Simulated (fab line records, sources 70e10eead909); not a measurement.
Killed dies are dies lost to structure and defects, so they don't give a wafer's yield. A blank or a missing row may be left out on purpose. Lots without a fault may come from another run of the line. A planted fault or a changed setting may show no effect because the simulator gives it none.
Which tool did it? | flow nand_harc | 10 lots, 30 wafers sampled, at 6 steps of a route of 1302

WHAT THE GAUGES READ, wafer by wafer
NHARC_A_CHANNEL_HOLE_D2_INSPECT_40. Usual: raw_defect_count 289, standard deviation 93.
lot  | measured     | on                | raw_defect_count | flag
L666 | day 14 08:58 | defect_inspect-01 | 377 246 293      |
L667 | day 14 12:47 | defect_inspect-02 | 252 241 253      |
L668 | day 15 01:43 | defect_inspect-01 | 377 262 341      |
L670 | day 15 21:09 | defect_inspect-02 | 632 894 395      | OFF
L679 | day 19 16:37 | defect_inspect-01 | 395 414 327      |
L678 | day 19 17:16 | defect_inspect-02 | 332 285 347      |
L681 | day 20 08:58 | defect_inspect-01 | 169 265 197      |
L682 | day 21 01:06 | defect_inspect-02 | 220 235 290      |
L683 | day 21 04:46 | defect_inspect-01 | 252 379 364      |
L686 | day 22 11:20 | defect_inspect-02 | 295 292 432      |

NHARC_END_SORT_01. Usual: killed_at_array 56, standard deviation 19; killed_at_other 0.6, standard deviation 1; killed_at_periphery 3.9, standard deviation 2.7; killed_dies 61, standard deviation 19; killed_open 3.3, standard deviation 1.9; killed_short 2.4, standard deviation 1.7.
lot  | measured     | on        | killed_at_array | killed_at_other | killed_at_periphery | killed_dies | killed_open | killed_short | flag
L670 | day 27 21:47 | prober-02 | 51 104 64       | 0 0 0           | 1 2 0               | 52 106 64   | 2 4 2       | 4 3 4        |
L678 | day 31 08:10 | prober-01 | 79              | 1               | 2                   | 82          | 3           | 1            |

WHICH TOOL RAN EACH LOT (tool, then ch and the chambers of the sampled wafers, then the start)
lot  | NHARC_A_CHANNEL_HOLE_D2_ETCH_16               | NHARC_A_CHANNEL_HOLE_D2_ETCH_23  | NHARC_A_CHANNEL_HOLE_D2_ETCH_27  | NHARC_A_CHANNEL_HOLE_D2_ETCH_44
L666 | rie_diel-09 ch 1,3, day 14 04:32 or earlier   | har_etch-02 ch 0,1, day 14 04:32 | har_etch-02 ch 0,1, day 14 07:05 | rie_diel-05 ch 2,3, day 14 07:53
L667 | rie_diel-01 ch 0,1,2, day 14 08:40 or earlier | har_etch-01 ch 0,1, day 14 08:40 | har_etch-01 ch 0,1, day 14 11:05 | rie_diel-05 ch 1,2,3, day 14 11:48
L668 | rie_diel-09 ch 0,2, day 14 21:28 or earlier   | har_etch-02 ch 0,1, day 14 21:28 | har_etch-02 ch 0,1, day 14 23:59 | rie_diel-09 ch 0,2, day 15 00:44
L670 | rie_diel-01 ch 0,2,3, day 15 16:52 or earlier | har_etch-01 ch 0,1, day 15 16:52 | har_etch-01 ch 0,1, day 15 19:25 | rie_diel-09 ch 0,2,3, day 15 20:10
L679 | rie_diel-01 ch 2,3, day 19 12:28 or earlier   | har_etch-01 ch 0,1, day 19 12:28 | har_etch-01 ch 0,1, day 19 14:55 | rie_diel-01 ch 0,1,3, day 19 15:39
L678 | rie_diel-05 ch 0,1,2, day 19 12:45 or earlier | har_etch-02 ch 0,1, day 19 12:45 | har_etch-02 ch 0,1, day 19 15:35 | rie_diel-09 ch 1,2, day 19 16:18
L681 | rie_diel-05 ch 0,1,3, day 20 04:46 or earlier | har_etch-02 ch 0,1, day 20 04:46 | har_etch-02 ch 0,1, day 20 07:13 | rie_diel-09 ch 0,1,3, day 20 07:56
L682 | rie_diel-09 ch 0,1,3, day 20 20:51 or earlier | har_etch-02 ch 0,1, day 20 20:51 | har_etch-02 ch 0,1, day 20 23:23 | rie_diel-09 ch 0,1,3, day 21 00:07
L683 | rie_diel-01 ch 0,3, day 21 00:25 or earlier   | har_etch-01 ch 0,1, day 21 00:25 | har_etch-01 ch 0,1, day 21 02:58 | rie_diel-09 ch 0,2,3, day 21 03:43
L686 | rie_diel-05 ch 1,2, day 22 07:01 or earlier   | har_etch-02 ch 0,1, day 22 07:01 | har_etch-02 ch 0,1, day 22 09:34 | rie_diel-09 ch 0,1,3, day 22 10:21
- NHARC_A_CHANNEL_HOLE_D2_ETCH_16: etches the open film in O2/COS, target depth 3100 nm, time 806 s.
- NHARC_A_CHANNEL_HOLE_D2_ETCH_23: etches the open film in C4F8/O2/Ar, time 819 s, target depth 1600 nm.
- NHARC_A_CHANNEL_HOLE_D2_ETCH_27: etches the open film in C4F8/O2/Ar, time 90 s, target depth 400 nm.
- NHARC_A_CHANNEL_HOLE_D2_ETCH_44: etches the open film in CF4/O2, target depth 140 nm, overetch 14 nm, time 77 s.

WHAT THE TOOLS THEMSELVES READ (means of the sampled wafers that have a number; where no wafer has one, the mark that the record gives instead)
NHARC_A_CHANNEL_HOLE_D2_ETCH_16. Usual: drypump_motor_current_A 5.8 A, standard deviation 0.43; oes_product_au 1.008 a.u., standard deviation 0.013; rf_vpp_V 314.3 V, standard deviation 2.3; showerhead_plenum_p_Torr 3.14 Torr, standard deviation 0.14; throttle_valve_pct 28.331 %, standard deviation 0.01.
lot  | tool        | drypump_motor_current_A (A) | oes_product_au (a.u.) | rf_vpp_V (V) | showerhead_plenum_p_Torr (Torr) | throttle_valve_pct (%) | flag
L666 | rie_diel-09 | 6.0                         | 1.000                 | 313.9        | 3.16                            | 28.325                 |
L667 | rie_diel-01 | 5.5                         | 1.015                 | 314.7        | 3.18                            | 28.324                 |
L668 | rie_diel-09 | 5.9                         | 1.008                 | 311.1        | 3.00                            | 28.327                 |
L670 | rie_diel-01 | 5.6                         | 1.003                 | 313.6        | 3.07                            | 28.333                 |
L679 | rie_diel-01 | 5.8                         | 1.010                 | 313.3        | 3.05                            | 28.333                 |
L678 | rie_diel-05 | 5.9                         | 1.004                 | 316.3        | 3.25                            | 28.339                 |
L681 | rie_diel-05 | 5.9                         | 1.003                 | 315.8        | 3.24                            | 28.328                 |
L682 | rie_diel-09 | 5.6                         | 1.007                 | 315.4        | 3.12                            | 28.319                 |
L683 | rie_diel-01 | 5.7                         | 0.998                 | 313.1        | 2.99                            | 28.335                 |
L686 | rie_diel-05 | 6.3                         | 1.022                 | 316.8        | 3.26                            | 28.331                 |

NHARC_A_CHANNEL_HOLE_D2_ETCH_23. Usual: drypump_motor_current_A 5.51 A, standard deviation 0.23; showerhead_plenum_p_Torr 3.69 Torr, standard deviation 0.089; temp_c -19.99 C, standard deviation 0.11; throttle_valve_pct 32.155 %, standard deviation 0.0093.
lot  | tool        | drypump_motor_current_A (A) | showerhead_plenum_p_Torr (Torr) | temp_c (C) | throttle_valve_pct (%) | flag
L666 | har_etch-02 | 5.53                        | 3.64                            | -19.98     | 32.146                 |
L667 | har_etch-01 | 5.59                        | 3.69                            | -20.06     | 32.148                 |
L668 | har_etch-02 | 5.55                        | 3.63                            | -20.04     | 32.148                 |
L670 | har_etch-01 | 5.59                        | 3.68                            | -19.96     | 32.148                 |
L679 | har_etch-01 | 5.55                        | 3.65                            | -20.07     | 32.150                 |
L678 | har_etch-02 | 5.29                        | 3.77                            | -19.93     | 32.157                 |
L681 | har_etch-02 | 5.53                        | 3.84                            | -19.95     | 32.156                 |
L682 | har_etch-02 | 5.30                        | 3.75                            | -20.09     | 32.157                 |
L683 | har_etch-01 | 5.53                        | 3.63                            | -19.97     | 32.158                 |
L686 | har_etch-02 | 5.30                        | 3.74                            | -20.03     | 32.153                 |

NHARC_A_CHANNEL_HOLE_D2_ETCH_27. Usual: drypump_motor_current_A 5.51 A, standard deviation 0.24; showerhead_plenum_p_Torr 3.73 Torr, standard deviation 0.091; temp_c -20.00 C, standard deviation 0.097; throttle_valve_pct 27.620 %, standard deviation 0.0086.
lot  | tool        | drypump_motor_current_A (A) | showerhead_plenum_p_Torr (Torr) | temp_c (C) | throttle_valve_pct (%) | flag
L666 | har_etch-02 | 5.53                        | 3.68                            | -20.06     | 27.620                 |
L667 | har_etch-01 | 5.59                        | 3.73                            | -20.02     | 27.619                 |
L668 | har_etch-02 | 5.54                        | 3.67                            | -20.01     | 27.625                 |
L670 | har_etch-01 | 5.58                        | 3.72                            | -19.97     | 27.623                 |
L679 | har_etch-01 | 5.55                        | 3.68                            | -19.94     | 27.616                 |
L678 | har_etch-02 | 5.28                        | 3.81                            | -19.96     | 27.616                 |
L681 | har_etch-02 | 5.53                        | 3.88                            | -19.97     | 27.622                 |
L682 | har_etch-02 | 5.29                        | 3.80                            | -20.01     | 27.620                 |
L683 | har_etch-01 | 5.53                        | 3.67                            | -20.02     | 27.622                 |
L686 | har_etch-02 | 5.30                        | 3.79                            | -19.92     | 27.618                 |

NHARC_A_CHANNEL_HOLE_D2_ETCH_44. Usual: drypump_motor_current_A 5.8 A, standard deviation 0.5; oes_f_703_au 1.000 a.u., standard deviation 0.0048; oes_o_777_au 1.000 a.u., standard deviation 0.005; oes_product_au 1.006 a.u., standard deviation 0.013; rf_vpp_V 198.0 V, standard deviation 1.4; showerhead_plenum_p_Torr 1.34 Torr, standard deviation 0.057; throttle_valve_pct 13.397 %, standard deviation 0.009.
lot  | tool        | drypump_motor_current_A (A) | oes_f_703_au (a.u.) | oes_o_777_au (a.u.) | oes_product_au (a.u.) | rf_vpp_V (V) | showerhead_plenum_p_Torr (Torr) | throttle_valve_pct (%) | flag
L666 | rie_diel-05 | 6.3                         | 0.998               | 1.000               | 1.011                 | 199.0        | 1.42                            | 13.399                 |
L667 | rie_diel-05 | 6.3                         | 1.003               | 1.003               | 1.013                 | 200.0        | 1.39                            | 13.403                 |
L668 | rie_diel-09 | 5.4                         | 1.005               | 0.998               | 1.006                 | 197.2        | 1.28                            | 13.399                 |
L670 | rie_diel-09 | 5.6                         | 1.003               | 0.999               | 0.998                 | 197.9        | 1.32                            | 13.398                 |
L679 | rie_diel-01 | 5.7                         | 0.999               | 1.000               | 1.014                 | 197.9        | 1.31                            | 13.397                 |
L678 | rie_diel-09 | 6.2                         | 0.998               | 1.001               | 1.011                 | 197.1        | 1.29                            | 13.405                 |
L681 | rie_diel-09 | 5.6                         | 0.997               | 0.997               | 1.004                 | 197.5        | 1.33                            | 13.399                 |
L682 | rie_diel-09 | 5.6                         | 1.002               | 1.002               | 1.007                 | 197.5        | 1.33                            | 13.397                 |
L683 | rie_diel-09 | 5.7                         | 1.001               | 0.998               | 1.003                 | 197.7        | 1.32                            | 13.396                 |
L686 | rie_diel-09 | 5.6                         | 1.001               | 1.002               | 0.986                 | 198.6        | 1.33                            | 13.401                 |

THE ANSWER, worked out from the rows above alone
Rule: a lot is off if the mean of its wafers that have a number lies more than 3 standard deviations from the usual mean. A lot without any number at a reading at which 4 lots or more have one is off too. The other lots that the step has rows for count as sound. The gauges are gone through in route order, then the tools' own readings, and for those a lot's mean is taken as printed above. The first step at which some lot is off is used, and at that step the reading that is off furthest; a lot without a number counts as furthest.
Off: L670, at NHARC_A_CHANNEL_HOLE_D2_INSPECT_40 (raw_defect_count).
A tool fits if, at a process step before that reading, it ran every lot that is off, and no sound lot after the first of them. The gauges at NHARC_A_CHANNEL_HOLE_D2_INSPECT_40 are tried like those tools. NHARC_A_CHANNEL_HOLE_D2_ETCH_16 gives no start for some lots, so the hours and the order of its lots are those of NHARC_A_CHANNEL_HOLE_D2_ETCH_23. None of those tried fits.

WHAT THE SIMULATOR HAD PUT IN
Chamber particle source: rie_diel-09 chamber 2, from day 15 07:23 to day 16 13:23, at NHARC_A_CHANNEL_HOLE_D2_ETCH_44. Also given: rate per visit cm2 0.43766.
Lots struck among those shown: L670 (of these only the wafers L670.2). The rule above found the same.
